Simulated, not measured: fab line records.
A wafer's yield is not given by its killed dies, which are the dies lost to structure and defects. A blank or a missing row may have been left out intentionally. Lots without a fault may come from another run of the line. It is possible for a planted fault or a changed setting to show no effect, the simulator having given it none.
fab line records | flow nandHarc
[record] lots = 11 | wafers = 33 | lastDay = 33
route steps=1302 shown A_STAIRCASE@772 END@1302
lots that met no fault: from a run of the same line without faults
startH: start of the lot's first displayed wafer, in hours after the record's first day | waitH: time in hours since the lot's previous step | " as in the row above | L1.1+2: one row covering several wafers at once | - either no value or no given start | * or withheld: withheld | < > ~ a bound
route shown NAME@n: names a module that has steps shown in the file, with the first one's number in the route | usual: average and standard deviation across the fault-free wafers | same: alike in all rows | chamber/n: place in a boat | sites: per-site readings | _std_site: how widely they spread, as a standard deviation | _edge_site: inner sites' mean taken away from outer sites' mean | radiusMm: how far each site lies from the wafer's centre | mask NAME#n: copy n | behind: the tool/chamber that last shaped the wafer | hold: what put the lot on hold/how long, in hours/how the hold closed | device: the transistor (n, p or np) that didn't switch | end of line: the route-end tests of the same wafers | where a step has no rows: the recipe by itself | killed: dies lost to structure and defects at the first sort, not the wafer's yield | map: the dies of a wafer, with x for killed, . for not killed, _ for no die there
set.NAME: the setting the step ran with; set.NAME@STEP: the setting that earlier step ran with | model.NAME: the simulator's own value behind a step, which no gauge read
steps of the route over a sample of lots; a table a step, a row a wafer
services: when a tool's chamber went out of use (startH, in hours from the record's first day, below 0 if earlier), for how many hours, and the reason
[[steps]]
[step NHARC_A_STAIRCASE_HM_DEP_456]
[recipe] targetThkA = 31000 | tempC = 400 | material = aC
[usual] throttleValvePct = 35.000/0.0086
lot.wafer | tool      | chamber | startH | waitH | throttleValvePct
L344.1    | aclDep-03 | 0       | 395.68 | -     | 35.012
L344.4    | "         | 0       | "      | "     | 34.995
L344.5    | "         | 0       | "      | "     | 34.984
L346.1    | aclDep-03 | 0       | 407.89 | -     | 35.002
L346.3    | "         | 0       | "      | "     | 34.998
L346.4    | "         | 0       | "      | "     | 35.005
L345.3    | aclDep-03 | 0       | 410.33 | -     | 35.002
L345.5    | "         | 0       | "      | "     | 34.997
L345.6    | "         | 0       | "      | "     | 35.002
L349.1    | aclDep-03 | 0       | 435.32 | -     | 34.997
L349.4    | "         | 0       | "      | "     | 35.006
L349.6    | "         | 0       | "      | "     | 34.995
L348.2    | aclDep-02 | 0       | 446.59 | -     | 35.005
L348.3    | "         | 0       | "      | "     | 34.981
L348.6    | "         | 0       | "      | "     | 35.020
L357.3    | aclDep-03 | 0       | 530.05 | -     | 34.985
L357.4    | "         | 0       | "      | "     | 35.002
L357.6    | "         | 0       | "      | "     | 35.002
L360.1    | aclDep-02 | 0       | 542.46 | -     | 34.988
L360.4    | "         | 0       | "      | "     | 34.998
L360.5    | "         | 0       | "      | "     | 34.994
L361.4    | aclDep-01 | 0       | 566.20 | -     | 34.999
L361.5    | "         | 0       | "      | "     | 35.007
L361.6    | "         | 0       | "      | "     | 35.002
L363.1    | aclDep-01 | 0       | 572.94 | -     | 35.009
L363.4    | "         | 0       | "      | "     | 35.006
L363.6    | "         | 0       | "      | "     | 35.004
L362.2    | aclDep-03 | 0       | 573.48 | -     | 35.004
L362.3    | "         | 0       | "      | "     | 34.994
L362.4    | "         | 0       | "      | "     | 34.994
L364.4    | aclDep-01 | 0       | 591.49 | -     | 34.996
L364.5    | "         | 0       | "      | "     | 35.002
L364.6    | "         | 0       | "      | "     | 34.990
[step NHARC_A_STAIRCASE_DESCUM_270]
[recipe] timeS = 3 | o2FlowSccm = 200 | arFlowSccm = 0 | biasPowerW = 0 | chemistry = O2
[usual] drypumpMotorCurrentA = 5.6/0.37 | oesProductAu = 0.997/0.0097 | rfVppV = 57.8/0.96 | showerheadPlenumPTorr = 1.89/0.078 | throttleValvePct = 11.311/0.0097
lot.wafer | tool       | chamber | startH | waitH | drypumpMotorCurrentA | oesProductAu | rfHoursCounterH | rfVppV | showerheadPlenumPTorr | throttleValvePct
L344.4    | rieDiel-13 | 0       | 398.57 | -     | 5.3                  | 0.981        | 13              | 58.3   | 1.93                  | 11.309
L344.1    | "          | 1       | "      | "     | 5.9                  | 0.982        | 13              | 58.5   | 1.87                  | 11.336
L344.5    | "          | 0       | "      | "     | 5.3                  | 0.991        | -               | 57.6   | 1.93                  | 11.322
L346.1    | rieDiel-03 | 1       | 410.72 | -     | 5.1                  | 0.990        | 48              | 58.0   | 1.82                  | 11.308
L346.3    | "          | 2       | "      | "     | 5.9                  | 0.990        | 47              | 56.6   | 1.95                  | 11.304
L346.4    | "          | 3       | "      | "     | 5.9                  | 0.984        | 38              | 57.5   | 1.80                  | 11.311
L345.3    | rieDiel-03 | 2       | 412.48 | -     | 5.9                  | 0.995        | 48              | 56.8   | 1.95                  | 11.319
L345.5    | "          | 1       | "      | "     | 5.1                  | 1.008        | -               | 56.7   | 1.82                  | 11.324
L345.6    | "          | 2       | "      | "     | 5.9                  | 1.001        | -               | 59.4   | 1.95                  | 11.318
L349.1    | rieDiel-03 | 3       | 438.06 | -     | 5.9                  | 0.974        | 50              | 56.4   | 1.80                  | 11.307
L349.4    | "          | 0       | "      | "     | 5.9                  | 1.005        | 55              | 58.0   | 1.84                  | 11.299
L349.6    | "          | 0       | "      | "     | 5.9                  | 1.000        | -               | 57.4   | 1.84                  | 11.302
L348.2    | rieDiel-13 | 3       | 449.11 | -     | 5.5                  | 1.009        | 20              | 56.7   | 1.92                  | 11.303
L348.3    | "          | 1       | "      | "     | 5.9                  | 0.991        | 27              | 58.3   | 1.86                  | 11.314
L348.6    | "          | 1       | "      | "     | 5.9                  | 0.982        | -               | 58.0   | 1.86                  | 11.310
L357.4    | rieDiel-13 | 2       | 532.28 | -     | 5.1                  | 1.014        | 0               | 58.6   | 1.96                  | 11.301
L357.3    | "          | 1       | "      | "     | 5.9                  | 0.999        | 0               | 58.0   | 1.85                  | 11.312
L357.6    | "          | 3       | "      | "     | 5.5                  | 0.995        | -               | 58.1   | 1.92                  | 11.308
L360.1    | rieDiel-13 | 1       | 545.22 | -     | 5.9                  | 1.000        | 4               | 57.8   | 1.85                  | 11.322
L360.4    | "          | 3       | "      | "     | 5.5                  | 0.980        | 3               | 59.2   | 1.92                  | 11.313
L360.5    | "          | 2       | "      | "     | 5.1                  | 1.013        | -               | 59.2   | 1.96                  | 11.321
L361.4    | rieDiel-03 | 2       | 568.26 | -     | 5.9                  | 1.002        | 30              | 58.9   | 1.94                  | 11.327
L361.6    | "          | 1       | "      | "     | 5.1                  | 1.012        | -               | 57.6   | 1.81                  | 11.302
L361.5    | "          | 2       | "      | "     | 5.9                  | 0.990        | -               | 58.1   | 1.94                  | 11.309
L363.4    | rieDiel-13 | 0       | 575.79 | -     | 5.3                  | 0.991        | 12              | 57.0   | 1.91                  | 11.292
L363.1    | "          | 1       | "      | "     | 5.9                  | 0.995        | 14              | 57.9   | 1.85                  | 11.313
L363.6    | "          | 3       | "      | "     | 5.5                  | 0.981        | -               | 57.6   | 1.92                  | 11.305
L362.2    | rieDiel-03 | 1       | 576.02 | -     | 5.1                  | 1.000        | 33              | 57.6   | 1.81                  | 11.323
L362.3    | "          | 2       | "      | "     | 5.9                  | 0.995        | 32              | 57.7   | 1.94                  | 11.305
L362.4    | "          | 0       | "      | "     | 5.9                  | 1.002        | 38              | 57.1   | 1.82                  | 11.310
L364.4    | rieDiel-11 | 0       | 593.83 | -     | 6.2                  | 0.984        | 53              | 59.0   | 2.06                  | 11.318
L364.5    | "          | 1       | "      | "     | 5.5                  | 0.987        | -               | 58.4   | 2.01                  | 11.317
L364.6    | "          | 2       | "      | "     | 6.1                  | 0.996        | -               | 56.9   | 1.86                  | 11.306
[step NHARC_A_STAIRCASE_ETCH_451]
[recipe] targetDepthA = 300 | overetchA = 30 | timeS = 16.5 | ionEnergyEv = 100 | cf4FlowSccm = 80 | o2FlowSccm = 20 | arFlowSccm = 0 | rfW = 300 | biasW = 100 | chemistry = CF4/O2
[usual] drypumpMotorCurrentA = 5.6/0.37 | oes_ar_750_au = 1.000/0.0042 | oesProductAu = 0.997/0.0092 | rfVppV = 197.5/1.4 | showerheadPlenumPTorr = 1.32/0.053 | throttleValvePct = 13.396/0.0083
lot.wafer | tool       | chamber | startH | waitH | drypumpMotorCurrentA | oes_ar_750_au | oesProductAu | rfHoursCounterH | rfVppV | showerheadPlenumPTorr | throttleValvePct
L344.1    | rieDiel-13 | 2       | -      | -     | 5.1                  | 1.007         | 1.004        | 10              | 198.0  | 1.37                  | 13.404
L344.4    | "          | 3       | "      | "     | 5.5                  | 1.002         | 1.001        | 7               | 197.2  | 1.35                  | 13.378
L344.5    | "          | 1       | "      | "     | 5.9                  | 0.998         | 0.992        | -               | 197.1  | 1.30                  | 13.389
L346.1    | rieDiel-03 | 2       | -      | -     | 5.8                  | 1.004         | 0.985        | 47              | 199.3  | 1.36                  | 13.397
L346.3    | "          | 3       | "      | "     | 5.9                  | 1.004         | 0.974        | 38              | 194.8  | 1.26                  | 13.404
L346.4    | "          | 0       | "      | "     | 5.9                  | 0.997         | 1.023        | 42              | 196.4  | 1.29                  | 13.385
L345.3    | rieDiel-03 | 0       | -      | -     | 5.9                  | 1.004         | 1.010        | 44              | 196.8  | 1.29                  | 13.390
L345.5    | "          | 1       | "      | "     | 5.1                  | 0.993         | 0.998        | -               | 196.1  | 1.27                  | 13.382
L345.6    | "          | 2       | "      | "     | 5.9                  | 0.996         | 0.986        | -               | 198.7  | 1.36                  | 13.391
L349.4    | rieDiel-03 | 2       | -      | -     | 5.8                  | 0.998         | 0.997        | 59              | 199.0  | 1.36                  | 13.402
L349.1    | "          | 3       | "      | "     | 5.9                  | 1.003         | 0.993        | 50              | 197.1  | 1.26                  | 13.385
L349.6    | "          | 2       | "      | "     | 5.8                  | 1.002         | 1.000        | -               | 199.0  | 1.36                  | 13.392
L348.2    | rieDiel-13 | 3       | -      | -     | 5.5                  | 1.000         | 1.009        | 20              | 198.6  | 1.34                  | 13.399
L348.3    | "          | 1       | "      | "     | 5.9                  | 0.993         | 0.992        | 27              | 196.2  | 1.30                  | 13.398
L348.6    | "          | 3       | "      | "     | 5.5                  | 1.003         | 1.014        | -               | 197.7  | 1.34                  | 13.391
L357.4    | rieDiel-13 | 3       | -      | -     | 5.5                  | 0.996         | 0.999        | 0               | 197.9  | 1.34                  | 13.392
L357.3    | "          | 1       | "      | "     | 5.9                  | 1.005         | 0.991        | 0               | 196.8  | 1.29                  | 13.393
L357.6    | "          | 2       | "      | "     | 5.1                  | 0.996         | 1.003        | -               | 199.0  | 1.37                  | 13.414
L360.1    | rieDiel-13 | 3       | -      | -     | 5.5                  | 0.995         | 0.994        | 3               | 198.2  | 1.34                  | 13.390
L360.4    | "          | 1       | "      | "     | 5.9                  | 0.999         | 0.997        | 4               | 195.8  | 1.29                  | 13.392
L360.5    | "          | 0       | "      | "     | 5.3                  | 0.994         | 0.999        | -               | 196.7  | 1.34                  | 13.388
L361.4    | rieDiel-03 | 0       | -      | -     | 5.9                  | 1.000         | 1.004        | 37              | 197.1  | 1.27                  | 13.401
L361.6    | "          | 0       | "      | "     | 5.9                  | 1.007         | 0.989        | -               | 197.7  | 1.27                  | 13.387
L361.5    | "          | 1       | "      | "     | 5.1                  | 0.994         | 1.021        | -               | 196.5  | 1.26                  | 13.410
L363.1    | rieDiel-13 | 1       | -      | -     | 5.9                  | 1.007         | 0.992        | 14              | 196.6  | 1.29                  | 13.389
L363.4    | "          | 2       | "      | "     | 5.1                  | 0.999         | 1.008        | 12              | 198.0  | 1.36                  | 13.393
L363.6    | "          | 3       | "      | "     | 5.5                  | 0.995         | 0.984        | -               | 197.9  | 1.34                  | 13.408
L362.4    | rieDiel-03 | 1       | -      | -     | 5.1                  | 1.004         | 1.010        | 33              | 198.1  | 1.26                  | 13.397
L362.3    | "          | 2       | "      | "     | 5.8                  | 0.998         | 0.991        | 32              | 196.6  | 1.35                  | 13.404
L362.2    | "          | 3       | "      | "     | 5.9                  | 0.996         | 0.997        | 39              | 196.1  | 1.25                  | 13.393
L364.4    | rieDiel-11 | 0       | -      | -     | 6.1                  | 1.001         | 0.994        | 53              | 199.0  | 1.43                  | 13.408
L364.6    | "          | 3       | "      | "     | 5.1                  | 0.999         | 0.998        | -               | 196.5  | 1.26                  | 13.396
L364.5    | "          | 0       | "      | "     | 6.1                  | 0.996         | 0.988        | -               | 201.3  | 1.43                  | 13.409
[step NHARC_A_STAIRCASE_ETCH_292]
[recipe] cf4FlowSccm = 100 | chf3FlowSccm = 30 | arFlowSccm = 0 | rfW = 500 | biasW = 200 | chemistry = CF4/CHF3
[usual] drypumpMotorCurrentA = 5.6/0.37 | oesProductAu = 0.937/0.023 | rfVppV = 370.1/2.3 | showerheadPlenumPTorr = 1.56/0.061 | throttleValvePct = 16.802/0.009
lot.wafer | tool       | chamber | startH | waitH | drypumpMotorCurrentA | oesProductAu | rfHoursCounterH | rfVppV | showerheadPlenumPTorr | throttleValvePct
L344.1    | rieDiel-03 | 3       | 407.03 | 0.1   | 5.9                  | 0.919        | 37              | 366.8  | 1.49                  | 16.811
L344.4    | "          | 0       | "      | "     | 5.9                  | 0.933        | 42              | 368.5  | 1.52                  | 16.798
L344.5    | "          | 1       | "      | "     | 5.1                  | 0.928        | -               | 368.7  | 1.50                  | 16.799
L346.4    | rieDiel-13 | 1       | 417.86 | 0.1   | 5.9                  | 0.937        | 18              | 367.2  | 1.53                  | 16.806
L346.3    | "          | 2       | "      | "     | 5.2                  | 0.975        | 15              | 373.1  | 1.62                  | 16.803
L346.1    | "          | 3       | "      | "     | 5.5                  | 0.952        | 13              | 371.5  | 1.58                  | 16.786
L345.3    | rieDiel-03 | 1       | 418.89 | 0.1   | 5.1                  | 0.911        | 53              | 369.7  | 1.50                  | 16.801
L345.6    | "          | 3       | "      | "     | 5.9                  | 0.907        | -               | 369.7  | 1.49                  | 16.805
L345.5    | "          | 0       | "      | "     | 5.9                  | 0.930        | -               | 368.0  | 1.52                  | 16.809
L349.1    | rieDiel-03 | 0       | 444.62 | 0.1   | 5.9                  | 0.924        | 58              | 368.9  | 1.51                  | 16.803
L349.4    | "          | 1       | "      | "     | 5.1                  | 0.918        | 63              | 367.7  | 1.50                  | 16.798
L349.6    | "          | 0       | "      | "     | 5.9                  | 0.926        | -               | 368.4  | 1.51                  | 16.805
L348.3    | rieDiel-03 | 3       | 456.68 | 0.8   | 5.9                  | 0.943        | 57              | 367.1  | 1.48                  | 16.792
L348.2    | "          | 2       | "      | "     | 5.8                  | 0.944        | 66              | 370.7  | 1.60                  | 16.779
L348.6    | "          | 3       | "      | "     | 5.9                  | 0.946        | -               | 368.4  | 1.48                  | 16.797
L357.4    | rieDiel-13 | 1       | 540.81 | 0.1   | 5.9                  | 0.856        | 3               | 368.5  | 1.53                  | 16.811
L357.3    | "          | 2       | "      | "     | 5.2                  | 0.925        | 3               | 371.9  | 1.61                  | 16.786
L357.6    | "          | 0       | "      | "     | 5.3                  | 0.918        | -               | 370.8  | 1.58                  | 16.803
L360.1    | rieDiel-03 | 1       | 551.96 | 0.1   | 5.1                  | 0.978        | 27              | 368.3  | 1.49                  | 16.809
L360.4    | "          | 2       | "      | "     | 5.8                  | 0.964        | 26              | 371.4  | 1.59                  | 16.799
L360.5    | "          | 1       | "      | "     | 5.1                  | 0.977        | -               | 367.8  | 1.49                  | 16.805
L361.4    | rieDiel-11 | 1       | 576.01 | 0.1   | 5.5                  | 0.910        | 45              | 375.6  | 1.65                  | 16.813
L361.6    | "          | 0       | "      | "     | 6.1                  | 0.919        | -               | 375.3  | 1.69                  | 16.808
L361.5    | "          | 1       | "      | "     | 5.5                  | 0.926        | -               | 374.2  | 1.65                  | 16.796
L363.1    | rieDiel-11 | 0       | 585.26 | 0.1   | 6.1                  | 0.968        | 50              | 375.7  | 1.69                  | 16.798
L363.4    | "          | 2       | "      | "     | 6.1                  | 0.956        | 50              | 369.9  | 1.53                  | 16.810
L363.6    | "          | 3       | "      | "     | 5.1                  | 0.969        | -               | 367.7  | 1.49                  | 16.805
L362.4    | rieDiel-11 | 2       | 585.79 | 0.1   | 6.1                  | 0.920        | 50              | 370.3  | 1.53                  | 16.789
L362.3    | "          | 3       | "      | "     | 5.2                  | 0.924        | 49              | 367.3  | 1.49                  | 16.807
L362.2    | "          | 1       | "      | "     | 5.5                  | 0.930        | 51              | 371.7  | 1.65                  | 16.807
L364.4    | rieDiel-13 | 3       | 600.11 | 0.1   | 5.5                  | 0.950        | 18              | 371.5  | 1.57                  | 16.798
L364.6    | "          | 1       | "      | "     | 5.9                  | 0.971        | -               | 369.2  | 1.52                  | 16.805
L364.5    | "          | 2       | "      | "     | 5.2                  | 0.984        | -               | 371.0  | 1.60                  | 16.800
[step NHARC_END_SORT_01]
[recipe] tempC = 25
[usual] killedAtArray = 56/18 | killedAtOther = 1.4/1.5 | killedAtPeriphery = 4/3.1 | killedDies = 61/19 | killedOpen = 3.5/1.8 | killedShort = 2.4/1.4
[same] grossDies = 677
lot.wafer | tool      | chamber | startH | waitH | killedAtArray | killedAtOther | killedAtPeriphery | killedDies | killedOpen | killedShort
L360.1    | prober-02 | 0       | 738.62 | 2.5   | 79            | 2             | 0                 | 81         | 2          | 2
L360.4    | prober-02 | 0       | 740.99 | 3.4   | 83            | 0             | 2                 | 85         | 4          | 4
L360.5    | prober-02 | 0       | 741.78 | 3.7   | 78            | 1             | 0                 | 79         | 3          | 3
L357.3    | prober-01 | 0       | 740.17 | 3.1   | 50            | 0             | 4                 | 54         | 4          | 5
L357.4    | prober-01 | 0       | 740.98 | 3.4   | 570           | 1             | 4                 | 575        | 3          | 2
L357.6    | prober-01 | 0       | 742.58 | 4.0   | 53            | 0             | 6                 | 59         | 5          | 2
L362.2    | prober-01 | 0       | 771.17 | 2.8   | 99            | 4             | 1                 | 104        | 1          | 1
L362.3    | prober-01 | 0       | 771.97 | 3.1   | 93            | 4             | 1                 | 98         | 3          | 5
L362.4    | prober-01 | 0       | 772.76 | 3.4   | 78            | 0             | 2                 | 80         | 0          | 4
// killed by level:class
L360.1 A_CHANNEL_HOLE_D1:chamberFilmFlake=35 A_SLIT:chamberFilmFlake=31 A_CONTACT:chamberFilmFlake=4 A_WL_FILL:chamberFilmFlake=3 A_CHANNEL_HOLE_D2:geometricParticle:short=2 THIN_TSV:chamberFilmFlake=2 A_ONON_D1:geometricParticle:open=1 A_ONON_D2:geometricParticle:open=1
L357.3 A_CHANNEL_HOLE_D1:chamberFilmFlake=31 A_CONTACT:chamberFilmFlake=5 A_BLC:geometricParticle:open=2 P_GATE:chamberFilmFlake=2 A_STAIRCASE:chamberFilmFlake=2 A_SLIT:chamberFilmFlake=2 A_WL_FILL:chamberFilmFlake=2 P_ZERO_WELL:geometricParticle:short=1
L357.4 A_STAIRCASE:areaEtch=524 A_CHANNEL_HOLE_D1:chamberFilmFlake=29 P_ZERO_WELL:chamberFilmFlake=4 A_SLIT:chamberFilmFlake=3 A_ZERO_WELL:chamberFilmFlake=2 A_STAIRCASE:chamberFilmFlake=2 A_WL_FILL:chamberFilmFlake=2 A_CONTACT:chamberFilmFlake=2
L360.4 A_SLIT:chamberFilmFlake=36 A_CHANNEL_HOLE_D1:chamberFilmFlake=29 A_CONTACT:chamberFilmFlake=4 A_STAIRCASE:chamberFilmFlake=2 A_WL_FILL:chamberFilmFlake=2 P_CONTACT:geometricParticle:short=1 A_DECK1_JOINT:geometricParticle:open=1 A_ONON_D2:geometricParticle:open=1
L360.5 A_SLIT:chamberFilmFlake=33 A_CHANNEL_HOLE_D1:chamberFilmFlake=29 A_WL_FILL:chamberFilmFlake=3 A_CONTACT:chamberFilmFlake=3 A_CHANNEL_FILL_D1:geometricParticle:short=1 A_DECK1_JOINT:geometricParticle:open=1 A_ONON_D2:geometricParticle:short=1 A_CHANNEL_HOLE_D2:geometricParticle:open=1
L357.6 A_CHANNEL_HOLE_D1:chamberFilmFlake=35 A_SLIT:chamberFilmFlake=4 A_WL_FILL:chamberFilmFlake=4 P_GATE:chamberFilmFlake=3 A_CONTACT:chamberFilmFlake=3 A_BLC:geometricParticle:open=2 A_ZERO_WELL:chamberFilmFlake=2 P_CONTACT:geometricParticle:open=1
L362.2 A_SLIT:chamberFilmFlake=32 A_CHANNEL_HOLE_D2:chamberFilmFlake=31 A_CONTACT:chamberFilmFlake=18 A_CHANNEL_HOLE_D1:chamberFilmFlake=9 THIN_TSV:chamberFilmFlake=4 A_DECK1_JOINT:chamberFilmFlake=2 A_M0:chamberFilmFlake=2 A_BONDPAD:chamberFilmFlake=2
L362.3 A_SLIT:chamberFilmFlake=36 A_CHANNEL_HOLE_D2:chamberFilmFlake=24 A_CHANNEL_HOLE_D1:chamberFilmFlake=11 A_CONTACT:chamberFilmFlake=10 THIN_TSV:chamberFilmFlake=4 A_CHANNEL_FILL_D1:geometricParticle:short=2 A_STAIRCASE:chamberFilmFlake=2 P_GATE:geometricParticle:short=1
L362.4 A_SLIT:chamberFilmFlake=24 A_CHANNEL_HOLE_D2:chamberFilmFlake=21 A_CHANNEL_HOLE_D1:chamberFilmFlake=17 A_CONTACT:chamberFilmFlake=8 A_STAIRCASE:chamberFilmFlake=2 P_GATE:geometricParticle:short=1 A_CHANNEL_HOLE_D1:geometricParticle:short=1 A_CHANNEL_HOLE_D2:geometricParticle:short=1
[[services]]
tool       | chamber | startH | hours | kind
rieDiel-13 | 2       | 374.87 | 1.9   | repair
rieDiel-11 | -       | 382.15 | 0.2   | repair
rieDiel-03 | 3       | 387.53 | 3.3   | repair
rieDiel-03 | 0       | 392.21 | -     | clean
rieDiel-03 | 1       | 392.21 | -     | clean
rieDiel-03 | 2       | 392.21 | -     | clean
rieDiel-03 | 3       | 392.21 | -     | clean
rieDiel-03 | 0       | 417.38 | -     | clean
rieDiel-03 | 1       | 417.38 | -     | clean
rieDiel-03 | 2       | 417.38 | -     | clean
rieDiel-03 | 3       | 417.38 | -     | clean
rieDiel-13 | 2       | 423.78 | 9.2   | repair
rieDiel-11 | 1       | 423.84 | 6.5   | repair
aclDep-02  | -       | 424.45 | 13.0  | pm
rieDiel-11 | -       | 434.04 | 9.0   | pm
rieDiel-03 | 0       | 441.88 | -     | clean
rieDiel-13 | 0       | 448.17 | 6.2   | repair
rieDiel-03 | -       | 458.39 | 9.0   | pm
rieDiel-13 | 3       | 475.75 | 22.2  | repair
aclDep-03  | -       | 479.40 | 13.0  | pm
rieDiel-03 | 0       | 481.35 | 3.6   | repair
rieDiel-13 | -       | 520.91 | 9.0   | pm
rieDiel-13 | -       | 530.61 | 0.6   | repair
aclDep-01  | -       | 552.27 | 13.0  | pm
[[key]]
[firstSign] step = NHARC_A_STAIRCASE_ETCH_292 | reading = oesProductAu | direction = down | sigmas = 3.5 | usual = 0.937 | struck = 0.856
[effect] step = NHARC_END_SORT_01 | reading = killedAtArray | direction = up | sigmas = 28 | usual = 56 | struck = 570
[moreKillsBornAt] NHARC_A_STAIRCASE_ETCH_292@rieDiel-13 = 524
metAt NHARC_A_STAIRCASE_ETCH_292
struckLots L357
struckWafers L357.4
laterRowsLeftOut L357.4
testerLeftOut L357
notActingAt NHARC_A_STAIRCASE_HM_DEP_456,NHARC_A_STAIRCASE_DESCUM_270,NHARC_A_STAIRCASE_ETCH_451
onsetBetween 417.86 540.81
[fault] kind = processParameterDrift | tool = rieDiel-13 | chamber = - | onsetH = 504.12 | steps = NHARC_A_STAIRCASE_ETCH_292 | channel = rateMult | offset = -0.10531 | shape = step | endH = 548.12 | scope = struckWafersOnly
// testerLeftOut: of these lots the tester's yield and bins aren't shown, on N5 and GAA mostly nor the transistor test; their killed dies are dies lost to structure and defects alone, not to doping, threshold or leakage, so they don't give the yield
// laterRowsLeftOut: the simulator's readings of these wafers behind a module that went badly wrong aren't trusted and aren't shown, but for the sort
